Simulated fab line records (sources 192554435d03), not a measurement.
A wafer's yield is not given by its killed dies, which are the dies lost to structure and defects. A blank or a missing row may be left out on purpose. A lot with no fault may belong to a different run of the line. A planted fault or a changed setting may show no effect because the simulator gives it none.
fab line records + flow n5Finfet + part 2 of 2: steps 5 to 6 of 6
[record]
- lots = 24
- wafers = 72
- lastDay = 19
route steps=1938 shown BEOL_M0@737 BEOL_M1@769
lots that met no fault: from a run of the same line without faults
startH: hours from the record's first day to the start of the lot's first wafer shown + waitH: time in hours since the lot's previous step + " as in the row above + L1.1+2: a single row standing in for several wafers + - no value, or no start given + * or withheld: withheld + < > ~ a bound
route shown NAME@n: NAME is a module with steps in the file, n the number in the route of the first one + usual: average and standard deviation across the fault-free wafers + same: alike in all rows + chamber/n: place in a boat + sites: readings site by site + _std_site: the standard deviation of these + _edge_site: the outer-site mean with the inner-site mean subtracted + radiusMm: for every site, how far away it sits from the centre of the wafer + mask NAME#n: copy n + behind: the last tool/chamber to shape the wafer + hold: cause of the lot's hold/its duration in hours/its outcome + device: the transistor (n, p or np) that didn't switch + end of line: the same wafers' tests at the end of the route + where a step has no rows: the recipe by itself + killed: count of dies lost to structure and defects at first sort (not the wafer's yield) + map: a wafer's dies, marking killed ones x, the rest . and places with no die _
set.NAME: the setting that was run; set.NAME@STEP: the one run at that earlier step + model.NAME: the simulator's own value behind a step, which no gauge read
a sample of lots followed through the steps of the route, with each step as a table and each wafer as a row
services: from which hour (startH, from the record's first day; less than 0 if before it) a tool's chamber was out of use, for how many hours, and why
[[steps]]
[step N5_BEOL_M1_STRIP_36]
[recipe]
- chemistry = N2/H2
- powerW = 450
- tempC = 40
- pressureMtorr = 20
- rfFrequencyHz = 6e+07
- overashFraction = 0.3
- biasPowerW = 7
- h2Frac = 0.5
- n2FlowSccm = 200
- h2FlowSccm = 200
[usual]
- biasPowerW = 7.003/0.02
- drypumpMotorCurrentA = 5.5/0.49
- oesProductAu = 0.79/0.069
- rfVppV = 59.2/1.3
- showerheadPlenumPTorr = 2.56/0.065
- tempC = 39.99/0.11
- throttleValvePct = 23.72/0.23
| lot.wafer | tool       | chamber | startH | waitH | biasPowerW | drypumpMotorCurrentA | oesProductAu | rfHoursCounterH | rfVppV | showerheadPlenumPTorr | tempC | throttleValvePct |
|-----------|------------|---------|--------|-------|------------|----------------------|--------------|-----------------|--------|-----------------------|-------|------------------|
| L074.1    | rieDiel-02 | 2       | 125.65 | 0.0   | 6.996      | 6.4                  | 0.70         | 248             | 58.9   | 2.60                  | 39.75 | 23.72            |
| L074.2    | "          | 3       | "      | "     | 6.999      | 5.0                  | 0.77         | 151             | 59.0   | 2.67                  | 40.04 | 23.66            |
| L074.3    | "          | 0       | "      | "     | 7.016      | 5.3                  | 0.73         | 188             | 57.0   | 2.53                  | 40.19 | 24.21            |
| L075.1    | rieDiel-02 | 3       | 132.23 | 0.0   | 6.983      | 4.9                  | 0.76         | 154             | 59.6   | 2.67                  | 40.08 | 23.65            |
| L075.2    | "          | 0       | "      | "     | 6.997      | 5.3                  | 0.73         | 190             | 60.5   | 2.53                  | 40.05 | 24.23            |
| L075.5    | "          | 0       | "      | "     | 7.012      | 5.3                  | 0.73         | -               | 60.5   | 2.53                  | 40.05 | 24.23            |
| L076.1    | rieDiel-04 | 2       | 139.06 | 0.0   | 6.987      | 5.0                  | 0.88         | 58              | 58.6   | 2.46                  | 39.84 | 23.66            |
| L076.2    | "          | 0       | "      | "     | 7.007      | 5.1                  | 0.82         | 80              | 60.1   | 2.56                  | 40.02 | 23.44            |
| L076.5    | "          | 1       | "      | "     | 7.027      | 6.1                  | 0.75         | -               | 60.7   | 2.65                  | 39.92 | 23.69            |
| L077.1    | rieDiel-02 | 0       | 139.21 | 0.0   | 7.012      | 5.3                  | 0.73         | 193             | 61.1   | 2.53                  | 40.00 | 24.23            |
| L077.2    | "          | 1       | "      | "     | 6.999      | 5.7                  | 0.81         | 129             | 60.0   | 2.56                  | 40.06 | 23.80            |
| L077.5    | "          | 1       | "      | "     | 7.027      | 5.7                  | 0.78         | -               | 60.1   | 2.56                  | 39.83 | 23.81            |
| L078.1    | rieDiel-04 | 0       | 149.85 | 0.0   | 6.985      | 5.2                  | 0.79         | 84              | 58.1   | 2.56                  | 39.90 | 23.43            |
| L078.3    | "          | 1       | "      | "     | 7.029      | 6.2                  | 0.76         | 156             | 58.7   | 2.65                  | 39.80 | 23.68            |
| L078.6    | "          | 1       | "      | "     | 7.032      | 6.2                  | 0.76         | -               | 59.0   | 2.65                  | 39.81 | 23.70            |
| L079.2    | rieDiel-02 | 3       | 152.79 | 0.0   | 7.014      | 5.0                  | 0.75         | 161             | 60.3   | 2.66                  | 40.07 | 23.65            |
| L079.3    | "          | 1       | "      | "     | 7.009      | 5.7                  | 0.79         | 134             | 56.7   | 2.56                  | 39.75 | 23.82            |
| L079.6    | "          | 1       | "      | "     | 6.990      | 5.8                  | 0.78         | -               | 60.7   | 2.56                  | 39.95 | 23.82            |
| L080.1    | rieDiel-06 | 0       | 165.77 | 0.0   | 7.014      | 4.9                  | 0.68         | 226             | 61.2   | 2.52                  | 40.12 | 23.36            |
| L080.2    | "          | 2       | "      | "     | 7.005      | 5.8                  | 0.74         | 157             | 57.8   | 2.53                  | 40.08 | 24.06            |
| L080.6    | "          | 2       | "      | "     | 7.020      | 5.8                  | 0.75         | -               | 59.0   | 2.53                  | 39.92 | 24.05            |
| L081.2    | rieDiel-04 | 1       | 176.07 | 0.0   | 6.969      | 6.1                  | 0.75         | 164             | 58.4   | 2.64                  | 39.91 | 23.70            |
| L081.5    | "          | 1       | "      | "     | 6.971      | 6.1                  | 0.75         | -               | 58.6   | 2.64                  | 39.76 | 23.74            |
| L081.6    | "          | 0       | "      | "     | 7.023      | 5.1                  | 0.80         | -               | 59.8   | 2.55                  | 40.09 | 23.43            |
| L082.1    | rieDiel-06 | 0       | 176.11 | 0.0   | 7.019      | 4.9                  | 0.69         | 229             | 58.3   | 2.51                  | 40.11 | 23.35            |
| L082.2    | "          | 3       | "      | "     | 6.988      | 6.3                  | 0.98         | 3               | 57.9   | 2.51                  | 40.16 | 23.87            |
| L082.5    | "          | 2       | "      | "     | 7.021      | 5.8                  | 0.75         | -               | 58.4   | 2.53                  | 39.78 | 24.07            |
| L083.1    | rieDiel-06 | 1       | 179.71 | 0.0   | 6.971      | 5.5                  | 0.74         | 173             | 58.9   | 2.63                  | 40.05 | 23.85            |
| L083.4    | "          | 3       | "      | "     | 6.979      | 6.3                  | 0.97         | 3               | 58.4   | 2.51                  | 40.00 | 23.85            |
| L083.6    | "          | 0       | "      | "     | 7.019      | 4.9                  | 0.69         | -               | 61.5   | 2.52                  | 39.83 | 23.37            |
| L084.4    | rieDiel-04 | 2       | 182.28 | 0.0   | 6.997      | 5.0                  | 0.85         | 71              | 57.8   | 2.45                  | 40.03 | 23.68            |
| L084.5    | "          | 1       | "      | "     | 6.989      | 6.2                  | 0.76         | -               | 57.9   | 2.64                  | 39.99 | 23.71            |
| L084.6    | "          | 2       | "      | "     | 6.992      | 5.0                  | 0.86         | -               | 59.6   | 2.45                  | 39.99 | 23.67            |
| L085.2    | rieDiel-02 | 0       | 190.09 | 0.0   | 6.994      | 5.3                  | 0.71         | 207             | 57.9   | 2.52                  | 39.89 | 24.23            |
| L085.4    | "          | 1       | "      | "     | 7.000      | 5.7                  | 0.77         | 143             | 60.8   | 2.55                  | 39.94 | 23.86            |
| L085.5    | "          | 2       | "      | "     | 6.989      | 6.4                  | 0.97         | -               | 60.7   | 2.60                  | 39.98 | 23.58            |
| L086.1    | rieDiel-04 | 1       | 209.31 | 0.0   | 7.024      | 6.2                  | 0.75         | 174             | 60.4   | 2.64                  | 40.05 | 23.71            |
| L086.2    | "          | 3       | "      | "     | 7.020      | 5.3                  | 0.84         | 60              | 59.9   | 2.58                  | 40.05 | 23.58            |
| L086.6    | "          | 1       | "      | "     | 7.032      | 6.2                  | 0.75         | -               | 58.3   | 2.64                  | 40.09 | 23.74            |
| L089.1    | rieDiel-02 | 3       | 212.61 | 0.0   | 6.987      | 5.0                  | 0.74         | 178             | 61.1   | 2.65                  | 40.05 | 23.66            |
| L089.5    | "          | 1       | "      | "     | 6.973      | 5.8                  | 0.77         | -               | 59.5   | 2.55                  | 39.98 | 23.85            |
| L089.6    | "          | 0       | "      | "     | 7.025      | 5.3                  | 0.71         | -               | 59.3   | 2.52                  | 40.06 | 24.24            |
| L087.4    | rieDiel-04 | 2       | 212.65 | 0.0   | 6.969      | 5.0                  | 0.84         | 82              | 58.5   | 2.45                  | 40.23 | 23.69            |
| L087.5    | "          | 2       | "      | "     | 7.008      | 5.0                  | 0.84         | -               | 57.8   | 2.45                  | 40.09 | 23.71            |
| L087.6    | "          | 3       | "      | "     | 6.987      | 5.3                  | 0.83         | -               | 58.3   | 2.58                  | 40.27 | 23.57            |
| L088.1    | rieDiel-06 | 3       | 221.05 | 0.0   | 7.033      | 6.3                  | 0.93         | 16              | 59.9   | 2.51                  | 39.96 | 23.88            |
| L088.3    | "          | 2       | "      | "     | 7.024      | 5.8                  | 0.75         | 173             | 61.2   | 2.52                  | 40.05 | 24.07            |
| L088.5    | "          | 0       | "      | "     | 6.975      | 4.9                  | 0.68         | -               | 58.7   | 2.51                  | 39.97 | 23.37            |
| L090.1    | rieDiel-02 | 0       | 222.02 | 0.0   | 7.043      | 5.3                  | 0.71         | 217             | 57.8   | 2.52                  | 40.20 | 24.27            |
| L090.2    | "          | 2       | "      | "     | 6.970      | 6.4                  | 0.94         | 19              | 57.3   | 2.59                  | 39.90 | 23.57            |
| L090.5    | "          | 2       | "      | "     | 6.988      | 6.3                  | 0.93         | -               | 59.2   | 2.59                  | 39.75 | 23.57            |
| L091.2    | rieDiel-04 | 3       | 227.22 | 0.0   | 6.983      | 5.3                  | 0.82         | 66              | 61.8   | 2.57                  | 39.95 | 23.60            |
| L091.3    | "          | 0       | "      | "     | 6.977      | 5.1                  | 0.79         | 106             | 59.4   | 2.55                  | 39.75 | 23.46            |
| L091.4    | "          | 1       | "      | "     | 6.992      | 6.1                  | 0.73         | 181             | 59.9   | 2.64                  | 40.04 | 23.74            |
| L092.1    | rieDiel-06 | 1       | 234.48 | 0.0   | 7.017      | 5.4                  | 0.74         | 189             | 58.8   | 2.62                  | 39.96 | 23.85            |
| L092.2    | "          | 3       | "      | "     | 7.026      | 6.3                  | 0.90         | 19              | 59.8   | 2.50                  | 40.00 | 23.89            |
| L092.6    | "          | 0       | "      | "     | 6.988      | 4.9                  | 0.68         | -               | 57.4   | 2.51                  | 40.13 | 23.36            |
| L093.3    | rieDiel-04 | 2       | 245.64 | 0.0   | 7.031      | 5.0                  | 0.84         | 93              | 59.6   | 2.44                  | 39.95 | 23.71            |
| L093.5    | "          | 1       | "      | "     | 7.012      | 6.1                  | 0.74         | -               | 57.9   | 2.63                  | 40.15 | 23.72            |
| L093.6    | "          | 0       | "      | "     | 6.998      | 5.1                  | 0.79         | -               | 58.4   | 2.55                  | 40.01 | 23.47            |
| L094.1    | rieDiel-04 | 1       | 255.62 | 0.0   | 6.999      | 6.2                  | 0.73         | 191             | 59.6   | 2.63                  | 40.12 | 23.74            |
| L094.4    | "          | 2       | "      | "     | 7.022      | 5.0                  | 0.82         | 96              | 58.7   | 2.44                  | 39.94 | 23.71            |
| L094.5    | "          | 2       | "      | "     | 7.018      | 5.0                  | 0.81         | -               | 60.2   | 2.44                  | 39.90 | 23.72            |
| L096.2    | rieDiel-04 | 3       | 260.29 | 0.0   | 6.995      | 5.3                  | 0.81         | 77              | 59.5   | 2.57                  | 40.00 | 23.60            |
| L096.5    | "          | 1       | "      | "     | 7.011      | 6.1                  | 0.74         | -               | 61.2   | 2.63                  | 39.91 | 23.73            |
| L096.6    | "          | 2       | "      | "     | 7.036      | 5.0                  | 0.81         | -               | 56.4   | 2.44                  | 40.12 | 23.70            |
| L095.2    | rieDiel-06 | 1       | 264.77 | 0.0   | 7.002      | 5.5                  | 0.73         | 200             | 60.9   | 2.62                  | 40.00 | 23.83            |
| L095.3    | "          | 0       | "      | "     | 6.998      | 4.9                  | 0.96         | 0               | 60.1   | 2.51                  | 40.08 | 23.13            |
| L095.6    | "          | 0       | "      | "     | 7.012      | 4.9                  | 0.97         | -               | 58.7   | 2.51                  | 39.90 | 23.08            |
| L097.1    | rieDiel-04 | 3       | 264.77 | 0.0   | 7.005      | 5.3                  | 0.81         | 78              | 60.5   | 2.57                  | 39.95 | 23.60            |
| L097.3    | "          | 2       | "      | "     | 6.982      | 5.0                  | 0.83         | 99              | 57.3   | 2.44                  | 39.95 | 23.74            |
| L097.6    | "          | 1       | "      | "     | 6.957      | 6.1                  | 0.73         | -               | 59.0   | 2.63                  | 39.91 | 23.74            |
[step N5_BEOL_M1_PRE_CLEAN_45]
[recipe]
- gas = H2/He
- timeS = 30
- tempC = 250
[usual]
- heaterPowerW = 330/25
| lot.wafer | tool          | chamber | startH | waitH | heaterPowerW |
|-----------|---------------|---------|--------|-------|--------------|
| L074.1    | pvdSputter-02 | -       | 126.25 | 0.0   | 351          |
| L074.2    | "             | -       | "      | "     | 311          |
| L074.3    | "             | -       | "      | "     | 317          |
| L075.1    | pvdSputter-01 | -       | 133.08 | 0.0   | 327          |
| L075.2    | "             | -       | "      | "     | 312          |
| L075.5    | "             | -       | "      | "     | 308          |
| L076.1    | pvdSputter-02 | -       | 139.92 | 0.0   | 363          |
| L076.2    | "             | -       | "      | "     | 317          |
| L076.5    | "             | -       | "      | "     | 355          |
| L077.1    | pvdSputter-01 | -       | 140.05 | 0.0   | 328          |
| L077.2    | "             | -       | "      | "     | 318          |
| L077.5    | "             | -       | "      | "     | 327          |
| L078.1    | pvdSputter-03 | -       | 150.66 | 0.0   | 387          |
| L078.3    | "             | -       | "      | "     | 352          |
| L078.6    | "             | -       | "      | "     | 373          |
| L079.2    | pvdSputter-01 | -       | 153.51 | 0.0   | 326          |
| L079.3    | "             | -       | "      | "     | 304          |
| L079.6    | "             | -       | "      | "     | 324          |
| L080.1    | pvdSputter-01 | -       | 166.20 | 0.0   | 302          |
| L080.2    | "             | -       | "      | "     | 318          |
| L080.6    | "             | -       | "      | "     | 320          |
| L081.2    | pvdSputter-02 | -       | 176.74 | 0.0   | 308          |
| L081.5    | "             | -       | "      | "     | 364          |
| L081.6    | "             | -       | "      | "     | 327          |
| L082.1    | pvdSputter-02 | -       | 176.82 | 0.0   | 322          |
| L082.2    | "             | -       | "      | "     | 325          |
| L082.5    | "             | -       | "      | "     | 360          |
| L083.1    | pvdSputter-01 | -       | 180.14 | 0.0   | 315          |
| L083.4    | "             | -       | "      | "     | 330          |
| L083.6    | "             | -       | "      | "     | 318          |
| L084.4    | pvdSputter-02 | -       | 182.93 | 0.0   | 313          |
| L084.5    | "             | -       | "      | "     | 325          |
| L084.6    | "             | -       | "      | "     | 349          |
| L085.2    | pvdSputter-01 | -       | 190.89 | 0.0   | 303          |
| L085.4    | "             | -       | "      | "     | 318          |
| L085.5    | "             | -       | "      | "     | 314          |
| L086.1    | pvdSputter-02 | -       | 209.86 | 0.0   | 309          |
| L086.2    | "             | -       | "      | "     | 327          |
| L086.6    | "             | -       | "      | "     | 315          |
| L089.1    | pvdSputter-01 | -       | 213.23 | 0.0   | 305          |
| L089.5    | "             | -       | "      | "     | 319          |
| L089.6    | "             | -       | "      | "     | 322          |
| L087.4    | pvdSputter-01 | -       | 213.31 | 0.0   | 335          |
| L087.5    | "             | -       | "      | "     | 311          |
| L087.6    | "             | -       | "      | "     | 324          |
| L088.1    | pvdSputter-03 | -       | 221.74 | 0.0   | 354          |
| L088.3    | "             | -       | "      | "     | 301          |
| L088.5    | "             | -       | "      | "     | 343          |
| L090.1    | pvdSputter-02 | -       | 222.91 | 0.0   | 316          |
| L090.2    | "             | -       | "      | "     | 318          |
| L090.5    | "             | -       | "      | "     | 322          |
| L091.2    | pvdSputter-01 | -       | 227.79 | 0.0   | 318          |
| L091.3    | "             | -       | "      | "     | 312          |
| L091.4    | "             | -       | "      | "     | 326          |
| L092.1    | pvdSputter-01 | -       | 235.21 | 0.0   | 312          |
| L092.2    | "             | -       | "      | "     | 307          |
| L092.6    | "             | -       | "      | "     | 308          |
| L093.3    | pvdSputter-01 | -       | 246.07 | 0.0   | 303          |
| L093.5    | "             | -       | "      | "     | 332          |
| L093.6    | "             | -       | "      | "     | 320          |
| L094.1    | pvdSputter-02 | -       | 256.38 | 0.0   | 354          |
| L094.4    | "             | -       | "      | "     | 322          |
| L094.5    | "             | -       | "      | "     | 315          |
| L096.2    | pvdSputter-03 | -       | 261.16 | 0.0   | 314          |
| L096.5    | "             | -       | "      | "     | 344          |
| L096.6    | "             | -       | "      | "     | 397          |
| L097.1    | pvdSputter-03 | -       | 265.44 | 0.0   | 372          |
| L097.3    | "             | -       | "      | "     | 306          |
| L097.6    | "             | -       | "      | "     | 314          |
| L095.2    | pvdSputter-03 | -       | 265.52 | 0.0   | 388          |
| L095.3    | "             | -       | "      | "     | 347          |
| L095.6    | "             | -       | "      | "     | 345          |
[[services]]
| tool          | chamber | startH | hours | kind                        |
|---------------|---------|--------|-------|-----------------------------|
| rieDiel-02    | 2       | 131.19 | -     | clean                       |
| rieDiel-02    | 2       | 131.19 | -     | consumableReplace:focusRing |
| rieDiel-02    | 2       | 131.19 | 24.2  | scheduledDown               |
| rieDiel-02    | 2       | 131.19 | 24.2  | ventCycle                   |
| rieDiel-04    | 3       | 133.61 | 22.5  | repair                      |
| pvdSputter-03 | -       | 133.80 | 2.7   | repair                      |
| rieDiel-06    | 2       | 136.40 | 2.6   | repair                      |
| rieDiel-06    | 3       | 139.23 | -     | clean                       |
| rieDiel-06    | 3       | 139.23 | -     | consumableReplace:focusRing |
| rieDiel-06    | 3       | 139.23 | 27.9  | scheduledDown               |
| rieDiel-06    | 3       | 139.23 | 27.9  | ventCycle                   |
| rieDiel-06    | -       | 177.84 | 0.6   | repair                      |
| rieDiel-04    | 0       | 185.19 | 4.0   | repair                      |
| rieDiel-06    | 3       | 235.37 | 2.3   | repair                      |
| rieDiel-06    | 0       | 244.91 | -     | clean                       |
| rieDiel-06    | 0       | 244.91 | -     | consumableReplace:focusRing |
| rieDiel-06    | 0       | 244.91 | 17.9  | scheduledDown               |
| rieDiel-06    | 0       | 244.91 | 17.9  | ventCycle                   |
